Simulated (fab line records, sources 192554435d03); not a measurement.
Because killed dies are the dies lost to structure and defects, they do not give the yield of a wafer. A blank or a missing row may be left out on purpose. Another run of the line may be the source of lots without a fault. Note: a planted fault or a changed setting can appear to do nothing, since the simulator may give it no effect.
Chamber matching / flow n5_finfet / 4 sister chambers for N5_BEOL_M6_DESCUM_33 on rie_diel-06
The step chemistry O2, time 7 s. 4 wafers are shown with their chamber, then 9 later ones without.

== WAFERS PAIRED WITH THEIR CHAMBERS ==
wafer=L094.3; chamber=0; drypump_motor_current_A (A)=4.9
wafer=L094.4; chamber=3; drypump_motor_current_A (A)=5.8
wafer=L094.5; chamber=2; drypump_motor_current_A (A)=6.6
wafer=L094.6; chamber=1; drypump_motor_current_A (A)=5.2

== WAFERS WITH NO CHAMBER GIVEN ==
wafer=L093.3; drypump_motor_current_A (A)=6.6
wafer=L093.5; drypump_motor_current_A (A)=5.2
wafer=L093.6; drypump_motor_current_A (A)=4.9
wafer=L096.4; drypump_motor_current_A (A)=5.8
wafer=L096.5; drypump_motor_current_A (A)=5.1
wafer=L096.6; drypump_motor_current_A (A)=6.6
wafer=L097.1; drypump_motor_current_A (A)=5.2
wafer=L097.2; drypump_motor_current_A (A)=4.9
wafer=L097.6; drypump_motor_current_A (A)=4.9

== CHAMBER TAKEN BY EACH ==
wafer=L093.3; from the rows above=2; in truth=2
wafer=L093.5; from the rows above=1; in truth=1
wafer=L093.6; from the rows above=0; in truth=0
wafer=L096.4; from the rows above=3; in truth=3
wafer=L096.5; from the rows above=1; in truth=1
wafer=L096.6; from the rows above=2; in truth=2
wafer=L097.1; from the rows above=1; in truth=1
wafer=L097.2; from the rows above=0; in truth=0
wafer=L097.6; from the rows above=0; in truth=0
Correctly placed: 9 of 9. Not placeable from these rows: 0. Placed wrongly: 0.
How it was worked out, from the rows above alone: a wafer's distance from a chamber is the root of the sum, over the readings, of the square of ((its reading less the chamber's mean) divided by the reading's scatter). The wafer belongs to the nearest chamber; if the next one is less than 2 further off, it can't be placed. For every chamber, the mean is computed from those of its wafers that are shown. The scatter (one wafer shown for each chamber): square how far every hidden wafer sits from the nearest shown wafer, average those squares and take the square root.
